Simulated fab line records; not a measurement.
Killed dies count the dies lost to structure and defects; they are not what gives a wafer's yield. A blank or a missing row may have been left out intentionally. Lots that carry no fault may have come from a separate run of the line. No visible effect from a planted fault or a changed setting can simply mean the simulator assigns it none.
Chamber matching | flow n5_finfet | 4 sister chambers for N5_BEOL_M7_ETCH_61 on rie_diel-04
The step etches SiARC in CF4, target depth 45.5 nm, time 75.8 s. 14 wafers are shown with their chamber, then 7 later ones without.

== WAFERS WITH THEIR CHAMBER ==
wafer  | chamber | throttle_valve_pct (%) | showerhead_plenum_p_Torr (Torr) | oes_product_au (a.u.)
L074.1 | 2       | 15.64                  | 2.20                            | 0.80
L074.4 | 0       | 15.55                  | 2.23                            | 0.63
L074.6 | 1       | 15.72                  | 2.24                            | 0.62
L075.2 | 0       | 15.56                  | 2.23                            | 0.63
L075.4 | 1       | 15.73                  | 2.24                            | 0.62
L075.5 | 2       | 15.65                  | 2.19                            | 0.80
L077.1 | 0       | 15.54                  | 2.23                            | 0.63
L077.2 | 2       | 15.67                  | 2.19                            | 0.78
L077.4 | 3       | 15.96                  | 2.11                            | 0.57
L078.1 | 0       | 15.55                  | 2.23                            | 0.62
L078.2 | 2       | 15.67                  | 2.19                            | 0.79
L078.4 | 1       | 15.72                  | 2.23                            | 0.62
L083.2 | 0       | 15.58                  | 2.22                            | 0.61
L083.5 | 2       | 15.68                  | 2.19                            | 0.76

SIGNATURES (averages over the wafers above)
reading                  | chamber 0 | chamber 1 | chamber 2 | chamber 3 | scatter within a chamber
throttle_valve_pct       | 15.5560   | 15.7233   | 15.6620   | 15.9600   | 0.0144
showerhead_plenum_p_Torr | 2.2280    | 2.2367    | 2.1920    | 2.1100    | 0.00476
oes_product_au           | 0.6240    | 0.6200    | 0.7860    | 0.5700    | 0.012
Rule: for a wafer and a chamber, the distance is found by dividing, reading by reading, the gap between the wafer's reading and the chamber's mean by the reading's scatter, squaring, summing and taking the root. The wafer belongs to the nearest chamber; if the next one is less than 2 further off, it can't be placed. The scatter: take each reading less its chamber's mean, square it, sum over the shown wafers, divide by the number of wafers less the number of chambers, and take the root.

== WAFERS WHOSE CHAMBER IS MISSING ==
wafer  | throttle_valve_pct (%) | showerhead_plenum_p_Torr (Torr) | oes_product_au (a.u.)
L083.6 | 15.74                  | 2.23                            | 0.62
L084.1 | 15.70                  | 2.19                            | 0.76
L084.3 | 15.58                  | 2.22                            | 0.61
L084.5 | 15.74                  | 2.23                            | 0.61
L096.1 | 15.78                  | 2.18                            | 0.71
L096.3 | 15.65                  | 2.21                            | 0.60
L096.4 | 15.56                  | 2.09                            | 0.78

== CHAMBER TAKEN BY EACH ==
wafer  | from the rows above     | in truth
L083.6 | 1                       | 1
L084.1 | 2                       | 2
L084.3 | 0                       | 0
L084.5 | 1                       | 1
L096.1 | 2                       | 2
L096.3 | can't be placed: 1 or 0 | 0
L096.4 | 2                       | 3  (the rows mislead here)
5 of 7 placed correctly. From these rows, 1 cannot be placed; in 1 the true chamber is one of the candidates. Placed wrongly: 1.
